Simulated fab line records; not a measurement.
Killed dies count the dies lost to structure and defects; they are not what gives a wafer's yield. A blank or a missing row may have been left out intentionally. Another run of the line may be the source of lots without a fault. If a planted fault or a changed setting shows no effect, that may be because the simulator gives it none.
Split-lot experiment | flow n5_finfet | on a route of 1938 steps: 7 lots, 39 wafers read

## SPLIT DETAILS
At N5_BEOL_M0_SAQP_ILD_DEP_01 (deposits SiOC from DEMS/O2, target thk 45.419 nm, time 8.7 s), the setting time_s was moved away from the recipe's 8.7 s on 12 of the 39 wafers read, by -52.6% to +51.5%. All remaining wafers had this setting at the recipe value.

The split's own step is where the reading is taken.

## THE READING
SiOC_of_BEOL_M0_SAQP_ILD_DEP_01.thk_nm (the simulator's own value, which no gauge read), in nm, at N5_BEOL_M0_SAQP_ILD_DEP_01 (deposits SiOC from DEMS/O2, target thk 45.419 nm, time 8.7 s). No usual value for it is given in the file. The 27 wafers here that ran the recipe average 45.8 nm, standard deviation 0.49 nm.

wafer  | tool, chamber at the split | time_s as run, s | against the recipe | SiOC_of_BEOL_M0_SAQP_ILD_DEP_01.thk_nm, nm | against lot-mates on the recipe
L078.1 | pecvd-01, 1                | 8.7              | recipe             | 45.4                                       | -
L078.3 | pecvd-01, 0                | 8.7              | recipe             | 45.2                                       | -
L078.5 | pecvd-01, 0                | 8.7              | recipe             | 45                                         | -
L081.1 | pecvd-04, 0                | 8.7              | recipe             | 45                                         | -
L081.2 | pecvd-04, 1                | 13.18            | +51.5%             | 68.2                                       | +22.7
L081.3 | pecvd-04, 2                | 13.18            | +51.5%             | 68.4                                       | +22.9
L081.4 | pecvd-04, 1                | 8.7              | recipe             | 45.6                                       | -
L081.5 | pecvd-04, 0                | 8.7              | recipe             | 45.8                                       | -
L081.6 | pecvd-04, 2                | 13.18            | +51.5%             | 69.6                                       | +24.1
L082.1 | pecvd-01, 0                | 8.7              | recipe             | 45.8                                       | -
L082.2 | pecvd-01, 2                | 8.7              | recipe             | 45.4                                       | -
L082.3 | pecvd-01, 1                | 8.7              | recipe             | 46.6                                       | -
L082.4 | pecvd-01, 1                | 8.7              | recipe             | 46.6                                       | -
L082.5 | pecvd-01, 2                | 8.7              | recipe             | 46.2                                       | -
L082.6 | pecvd-01, 0                | 8.7              | recipe             | 46.4                                       | -
L083.1 | pecvd-01, 2                | 8.7              | recipe             | 45.2                                       | -
L083.2 | pecvd-01, 1,0              | 8.7              | recipe             | 45.8                                       | -
L083.6 | pecvd-01, 1,0              | 8.7              | recipe             | 45.8                                       | -
L083.3 | pecvd-01, 0                | 8.7              | recipe             | 45.6                                       | -
L083.4 | pecvd-01, 2                | 8.7              | recipe             | 46                                         | -
L083.5 | pecvd-01, 1                | 8.7              | recipe             | 46.6                                       | -
L093.1 | pecvd-04, 2                | 4.123            | -52.6%             | 21.6                                       | -24.2
L093.2 | pecvd-04, 1                | 4.123            | -52.6%             | 21.4                                       | -24.4
L093.3 | pecvd-04, 0                | 4.123            | -52.6%             | 21.2                                       | -24.6
L093.4 | pecvd-04, 1                | 8.7              | recipe             | 45.6                                       | -
L093.5 | pecvd-04, 0                | 8.7              | recipe             | 45.8                                       | -
L093.6 | pecvd-04, 2                | 8.7              | recipe             | 46                                         | -
L091.1 | pecvd-02, 1                | 6.248            | -28.2%             | 33.4                                       | -12.3
L091.2 | pecvd-02, 2                | 6.248            | -28.2%             | 32.6                                       | -13.1
L091.3 | pecvd-02, 0                | 8.7              | recipe             | 44.8                                       | -
L091.4 | pecvd-02, 0                | 6.248            | -28.2%             | 33                                         | -12.7
L091.5 | pecvd-02, 2,1              | 8.7              | recipe             | 46.2                                       | -
L091.6 | pecvd-02, 2,1              | 8.7              | recipe             | 46.2                                       | -
L092.1 | pecvd-01, 0                | 4.751            | -45.4%             | 24.4                                       | -21.3
L092.2 | pecvd-01, 2                | 4.751            | -45.4%             | 24.2                                       | -21.5
L092.3 | pecvd-01, 0                | 4.751            | -45.4%             | 25                                         | -20.7
L092.4 | pecvd-01, 2                | 8.7              | recipe             | 45.6                                       | -
L092.5 | pecvd-01, 2                | 8.7              | recipe             | 45.6                                       | -
L092.6 | pecvd-01, 0                | 8.7              | recipe             | 46                                         | -
If several chambers appear in one row, that row covers several wafers at once and the file leaves open which wafer was in which chamber.

FIT RESULTS
A straight line over all 39 wafers: SiOC_of_BEOL_M0_SAQP_ILD_DEP_01.thk_nm changes by +0.457 nm for each +1% of time_s; r = +1.00; the points scatter about the line by 0.52 nm.
The same after taking each lot's own level away (the mean of its wafers on the recipe; 39 wafers): +0.459 nm for each +1%; r = +1.00; scatter 0.44 nm.
On that fit, the largest move of time_s shifts the reading by 24 nm.
Across the lots, their own levels run from 45.20 to 46.17 nm, a range of 2.0 times the standard deviation given above.
So the lot-to-lot level changes the slope little: the two slopes agree.
Check: with one of the wafers moved furthest among these (-52.6%) left out of the fit, the line predicts -24.2 nm for it against its lot-mates. Against them it came out at -24.2 nm.

## THESE WAFERS: OTHER SPLITS
These wafers also went through other splits before the reading. Each is held against what the fit with the lots' levels taken away leaves over:
other split on the same wafers          | wafers away from the commonest value | r with SiOC_of_BEOL_M0_SAQP_ILD_DEP_01.thk_nm (lot level and that fit taken away)
N5_ZERO_LAYER_DEVELOP_10 develop_time_s | 9                                    | +0.19
N5_STI_FIN_REVEAL_ETCHBACK_08 time_s    | 12                                   | -0.03
N5_HKMG_FIN_CVD_62 time_s               | 15                                   | +0.23

## FILE'S OWN FIT
SiOC_of_BEOL_M0_SAQP_ILD_DEP_01.thk_nm changes by +0.46 nm for each +1% of time_s, r = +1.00.
